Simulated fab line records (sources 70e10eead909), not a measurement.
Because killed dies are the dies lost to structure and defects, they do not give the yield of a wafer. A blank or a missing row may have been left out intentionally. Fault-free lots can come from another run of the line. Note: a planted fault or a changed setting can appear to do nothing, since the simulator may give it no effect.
Which tool did it? -- flow nand-harc -- Sampling: 24 lots, 72 wafers, 5 of 1159 route steps

== WHAT THE GAUGES SHOWED, per wafer ==
NHARC_P_BONDPAD_INSPECT_23. Usual: raw-defect-count at 356, with a standard deviation of 130.
lot,measured,on,raw-defect-count,flag
L074,day 6 20:30,defect-inspect-02,259 251 259,
L075,day 7 02:24,defect-inspect-02,231 229 257,
L076,day 7 02:32,defect-inspect-01,338 324 390,
L077,day 7 13:01,defect-inspect-01,695 331 317,
L078,day 7 13:49,defect-inspect-01,471 403 466,
L080,day 7 18:57,defect-inspect-02,298 151 415,
L079,day 7 19:31,defect-inspect-01,459 629 561,
L081,day 8 11:55,defect-inspect-02,354 323 329,
L082,day 8 14:45,defect-inspect-02,207 228 250,
L083,day 8 16:19,defect-inspect-01,266 276 299,
L084,day 9 05:40,defect-inspect-01,383 203 307,
L085,day 9 07:10,defect-inspect-01,162 247 224,
L087,day 9 16:07,defect-inspect-01,364 690 286,
L086,day 9 22:07,defect-inspect-01,214 141 314,
L088,day 10 05:36,defect-inspect-01,495 316 255,
L089,day 10 08:17,defect-inspect-02,306 510 402,
L090,day 10 18:08,defect-inspect-02,360 307 258,
L092,day 10 18:49,defect-inspect-01,350 494 434,
L091,day 10 19:19,defect-inspect-02,465 606 340,
L094,day 11 05:11,defect-inspect-01,369 408 342,
L093,day 11 06:41,defect-inspect-01,188 293 301,
L095,day 11 13:03,defect-inspect-01,328 559 595,
L096,day 11 22:47,defect-inspect-01,289 388 402,
L097,day 12 13:13,defect-inspect-02,393 310 375,

NHARC_A_CHANNEL_FILL_D1_INSPECT_13. Usual: raw-defect-count at 312, with a standard deviation of 100.
lot,measured,on,raw-defect-count,flag
L074,day 10 22:56,defect-inspect-02,135 222 241,
L075,day 11 17:05,defect-inspect-02,231 427 245,
L076,day 11 06:01,defect-inspect-01,291 329 370,
L077,day 11 13:10,defect-inspect-01,328 222 294,
L078,day 11 13:05,defect-inspect-02,293 261 404,
L080,day 11 19:40,defect-inspect-02,526 309 419,
L079,day 11 19:35,defect-inspect-01,239 226 229,
L081,day 12 17:04,defect-inspect-02,181 136 285,
L082,day 12 17:04,defect-inspect-01,234 290 275,
L083,day 13 00:25,defect-inspect-02,493 497 463,
L084,day 13 05:22,defect-inspect-01,194 265 202,
L085,day 13 05:26,defect-inspect-01,237 179 432,
L087,day 13 15:10,defect-inspect-01,318 280 391,
L086,day 14 02:02,defect-inspect-01,381 187 247,
L088,day 14 09:22,defect-inspect-02,507 256 256,
L089,day 14 09:23,defect-inspect-02,372 471 397,
L090,day 14 20:50,defect-inspect-01,255 325 531,
L092,day 14 20:40,defect-inspect-02,375 437 559,
L091,day 14 21:02,defect-inspect-02,274 400 292,
L094,day 15 07:41,defect-inspect-01,227 321 280,
L093,day 15 07:33,defect-inspect-02,335 416 297,
L095,day 15 14:19,defect-inspect-01,413 172 233,
L096,day 16 05:02,defect-inspect-02,200 278 217,
L097,day 16 20:20,defect-inspect-01,288 481 336,

== EACH LOT AND THE TOOL THAT RAN IT (in order: tool; ch and the chambers of the sampled wafers; start) ==
lot,NHARC_A_ONON_D1_DEP_33,NHARC_A_CHANNEL_HOLE_D1_ETCH_34,NHARC_A_CHANNEL_FILL_D1_RTA_24
L074,"pecvd-04 ch 0,1,2, day 8 09:54","rie-diel-01 ch 0,1,2, day 10 22:44 or earlier","rtp-anneal-01 ch 0, day 10 22:44"
L075,"pecvd-04 ch 0,1,2, day 8 17:20","rie-diel-13 ch 1,2, day 11 16:55 or earlier","rtp-anneal-02 ch 0, day 11 16:55"
L076,"pecvd-03 ch 1,2, day 8 17:28","rie-diel-12 ch 0,1,2, day 11 05:41 or earlier","rtp-anneal-01 ch 0, day 11 05:41"
L077,"pecvd-02 ch 0,1, day 9 01:23","rie-diel-13 ch 2,3, day 11 13:00 or earlier","rtp-anneal-01 ch 0, day 11 13:00"
L078,"pecvd-04 ch 0,2, day 9 01:22","rie-diel-12 ch 1,2, day 11 12:53 or earlier","rtp-anneal-02 ch 0, day 11 12:53"
L080,"pecvd-03 ch 0,2, day 9 06:55","rie-diel-01 ch 1,2, day 11 19:28 or earlier","rtp-anneal-02 ch 0, day 11 19:28"
L079,"pecvd-02 ch 0,2, day 9 07:10","rie-diel-13 ch 0,2,3, day 11 19:23 or earlier","rtp-anneal-01 ch 0, day 11 19:23"
L081,"pecvd-03 ch 0,1, day 10 01:21","rie-diel-01 ch 0,1,3, day 12 16:53 or earlier","rtp-anneal-02 ch 0, day 12 16:53"
L082,"pecvd-04 ch 0,1,2, day 10 01:23","rie-diel-12 ch 1,2, day 12 16:56 or earlier","rtp-anneal-01 ch 0, day 12 16:56"
L083,"pecvd-03 ch 0,1,2, day 10 05:49","rie-diel-13 ch 0,1,2, day 13 00:13 or earlier","rtp-anneal-01 ch 0, day 13 00:13"
L084,"pecvd-04 ch 0,2, day 10 16:53","rie-diel-01 ch 0,1,3, day 13 05:10 or earlier","rtp-anneal-01 ch 0, day 13 05:10"
L085,"pecvd-02 ch 0,1, day 10 17:01","rie-diel-12 ch 2,3, day 13 05:17 or earlier","rtp-anneal-02 ch 0, day 13 05:17"
L087,"pecvd-03 ch 0,2, day 11 03:51","rie-diel-12 ch 0,3, day 13 15:01 or earlier","rtp-anneal-01 ch 0, day 13 15:01"
L086,"pecvd-03 ch 0,1,2, day 11 14:01","rie-diel-01 ch 0,1,2, day 14 01:50 or earlier","rtp-anneal-02 ch 0, day 14 01:50"
L088,"pecvd-02 ch 1,2, day 11 20:26","rie-diel-01 ch 1,2, day 14 09:10 or earlier","rtp-anneal-01 ch 0, day 14 09:10"
L089,"pecvd-03 ch 0,1,2, day 11 20:23","rie-diel-13 ch 0,1,3, day 14 09:14 or earlier","rtp-anneal-02 ch 0, day 14 09:14"
L090,"pecvd-03 ch 0,1, day 12 06:46","rie-diel-01 ch 1,2, day 14 20:40 or earlier","rtp-anneal-01 ch 0, day 14 20:40"
L092,"pecvd-04 ch 1,2, day 12 06:29","rie-diel-12 ch 0,1,3, day 14 20:28 or earlier","rtp-anneal-01 ch 0, day 14 20:28"
L091,"pecvd-02 ch 1,2, day 12 06:28","rie-diel-13 ch 0,1,2, day 14 20:46 or earlier","rtp-anneal-02 ch 0, day 14 20:46"
L094,"pecvd-03 ch 0,1,2, day 12 20:04","rie-diel-01 ch 0,2,3, day 15 07:28 or earlier","rtp-anneal-02 ch 0, day 15 07:28"
L093,"pecvd-03 ch 0,2, day 12 20:23","rie-diel-13 ch 2,3, day 15 07:20 or earlier","rtp-anneal-01 ch 0, day 15 07:20"
L095,"pecvd-04 ch 0,1,2, day 13 01:59","rie-diel-01 ch 0,1,2, day 15 14:08 or earlier","rtp-anneal-02 ch 0, day 15 14:08"
L096,"pecvd-02 ch 1,2, day 13 13:58","rie-diel-12 ch 0,2, day 16 04:50 or earlier","rtp-anneal-01 ch 0, day 16 04:50"
L097,"pecvd-03 ch 0,1, day 14 03:42","rie-diel-12 ch 1,2,3, day 16 20:09 or earlier","rtp-anneal-02 ch 0, day 16 20:09"
- NHARC_A_ONON_D1_DEP_33: deposits SiO2, target thk 200 nm.
- NHARC_A_CHANNEL_HOLE_D1_ETCH_34: etches the open film in CF4/CHF3, target depth 154 nm, time 77 s.
- NHARC_A_CHANNEL_FILL_D1_RTA_24: time 5 s.

== AS READ BY THE TOOLS THEMSELVES (means over the sampled wafers that have a number; for cases with no such wafer, the mark the record gives instead) ==
NHARC_A_ONON_D1_DEP_33. Usual: heater-power-w 573 W, standard deviation 75; mfc-precursor-sccm 161.4 sccm, standard deviation 0.45; throttle-valve-pct 16.0 %, standard deviation 0.62.
lot,tool,heater-power-w (W),mfc-precursor-sccm (sccm),throttle-valve-pct (%),flag
L074,pecvd-04,624,161.0,16.0,
L075,pecvd-04,673,161.3,16.0,
L076,pecvd-03,488,161.3,15.3,
L077,pecvd-02,591,161.0,15.7,
L078,pecvd-04,587,161.3,16.0,
L080,pecvd-03,510,161.2,15.5,
L079,pecvd-02,542,161.2,15.9,
L081,pecvd-03,541,161.0,16.5,
L082,pecvd-04,672,161.7,15.7,
L083,pecvd-03,559,161.3,15.9,
L084,pecvd-04,689,161.6,16.0,
L085,pecvd-02,611,161.1,15.6,
L087,pecvd-03,532,161.1,15.5,
L086,pecvd-03,527,161.3,16.1,
L088,pecvd-02,579,161.7,16.2,
L089,pecvd-03,521,161.2,16.0,
L090,pecvd-03,516,161.9,16.5,
L092,pecvd-04,700,161.7,15.2,
L091,pecvd-02,586,161.0,16.3,
L094,pecvd-03,526,161.4,16.1,
L093,pecvd-03,500,161.4,16.2,
L095,pecvd-04,653,161.4,15.9,
L096,pecvd-02,566,162.0,16.1,
L097,pecvd-03,516,161.1,16.4,

NHARC_A_CHANNEL_HOLE_D1_ETCH_34. Usual: value, then standard deviation, for each; chamber-pressure-mTorr 24.999 mTorr / 0.022; chf3-flow-sccm 30.00 sccm / 0.085; drypump-motor-current-A 5.8 A / 0.45; oes-product-au 0.939 a.u. / 0.022; rf-vpp-V 371.3 V / 2.2; showerhead-plenum-p-Torr 1.59 Torr / 0.063; throttle-valve-pct 16.802 % / 0.0089.
lot,tool,chamber-pressure-mTorr (mTorr),chf3-flow-sccm (sccm),drypump-motor-current-A (A),oes-product-au (a.u.),rf-vpp-V (V),showerhead-plenum-p-Torr (Torr),throttle-valve-pct (%),flag
L074,rie-diel-01,25.002,29.99,6.0,0.952,372.8,1.65,16.800,
L075,rie-diel-13,24.996,29.97,6.0,0.922,372.3,1.61,16.803,
L076,rie-diel-12,25.001,29.99,5.7,0.927,371.6,1.58,16.808,
L077,rie-diel-13,24.993,29.98,6.0,0.973,372.6,1.64,16.797,
L078,rie-diel-12,24.983,30.02,6.1,0.917,368.8,1.55,16.805,
L080,rie-diel-01,24.996,30.04,6.0,0.924,373.1,1.64,16.797,
L079,rie-diel-13,24.994,30.04,5.6,0.925,371.5,1.62,16.802,
L081,rie-diel-01,24.997,30.10,6.0,0.924,371.2,1.58,16.801,
L082,rie-diel-12,24.996,29.94,6.1,0.977,370.3,1.55,16.797,
L083,rie-diel-13,24.976,29.90,5.6,0.924,371.6,1.60,16.800,
L084,rie-diel-01,25.010,29.99,5.9,0.975,370.4,1.58,16.804,
L085,rie-diel-12,25.002,29.94,6.0,0.937,370.2,1.56,16.806,
L087,rie-diel-12,25.013,30.01,5.1,0.963,371.5,1.62,16.810,
L086,rie-diel-01,25.013,30.05,6.0,0.975,373.5,1.65,16.806,
L088,rie-diel-01,24.990,29.92,6.0,0.926,372.2,1.62,16.795,
L089,rie-diel-13,25.014,29.98,5.5,0.927,371.5,1.58,16.798,
L090,rie-diel-01,25.026,29.91,6.0,0.969,373.2,1.64,16.798,
L092,rie-diel-12,24.994,29.99,5.5,0.938,370.9,1.59,16.796,
L091,rie-diel-13,24.997,30.00,5.6,0.923,371.5,1.60,16.804,
L094,rie-diel-01,25.021,29.97,6.0,0.925,371.0,1.60,16.802,
L093,rie-diel-13,24.991,29.99,6.0,0.964,371.6,1.63,16.797,
L095,rie-diel-01,25.014,30.00,6.0,0.945,372.7,1.65,16.801,
L096,rie-diel-12,24.994,29.96,5.8,0.925,370.8,1.58,16.801,
L097,rie-diel-12,24.989,30.07,5.9,0.923,370.7,1.56,16.806,

NHARC_A_CHANNEL_FILL_D1_RTA_24. Usual: lamp-power-pct 29.5 %, standard deviation 0.51; lamp_zone_6_pct 29.4 %, standard deviation 0.51; wafer_temp_C_max 1005.8, standard deviation 1.5.
lot,tool,lamp-power-pct (%),lamp_zone_6_pct (%),wafer_temp_C_max,flag
L074,rtp-anneal-01,29.0,29.0,1008.1,
L075,rtp-anneal-02,30.1,30.0,1004.7,
L076,rtp-anneal-01,29.0,29.0,1005.4,
L077,rtp-anneal-01,29.0,29.0,1007.3,
L078,rtp-anneal-02,30.0,30.0,1004.3,
L080,rtp-anneal-02,30.1,30.0,1005.2,
L079,rtp-anneal-01,29.0,29.0,1007.7,
L081,rtp-anneal-02,30.1,30.0,1005.2,
L082,rtp-anneal-01,29.0,29.0,1006.7,
L083,rtp-anneal-01,29.0,29.0,1008.3,
L084,rtp-anneal-01,29.1,29.0,1005.7,
L085,rtp-anneal-02,30.0,29.9,1004.6,
L087,rtp-anneal-01,29.1,29.0,1006.5,
L086,rtp-anneal-02,30.1,30.0,1004.8,
L088,rtp-anneal-01,29.0,28.9,1006.3,
L089,rtp-anneal-02,30.1,30.0,1005.2,
L090,rtp-anneal-01,29.0,28.9,1005.4,
L092,rtp-anneal-01,29.0,29.0,1005.5,
L091,rtp-anneal-02,30.1,30.0,1005.0,
L094,rtp-anneal-02,30.0,30.0,1004.9,
L093,rtp-anneal-01,29.0,29.0,1006.7,
L095,rtp-anneal-02,30.0,30.0,1004.6,
L096,rtp-anneal-01,29.0,29.0,1007.6,
L097,rtp-anneal-02,30.1,30.0,1005.4,

== THE ANSWER, worked out from the rows above alone ==
Rule: take the mean of a lot's wafers that have a number; if it is more than 3 standard deviations from the usual mean, the lot is off. A lot without any number at a reading at which 4 lots or more have one is off too. The other lots that the step has rows for count as sound. After the gauges, taken in route order, come the tools' own readings; for these a lot's mean is taken, as printed above. The first step at which some lot is off is used, and at that step the reading that is off furthest; a lot without a number counts as furthest.
Nothing can be told from this: no lot is off at any reading shown.

== WHAT THE SIMULATOR HAD INSERTED ==
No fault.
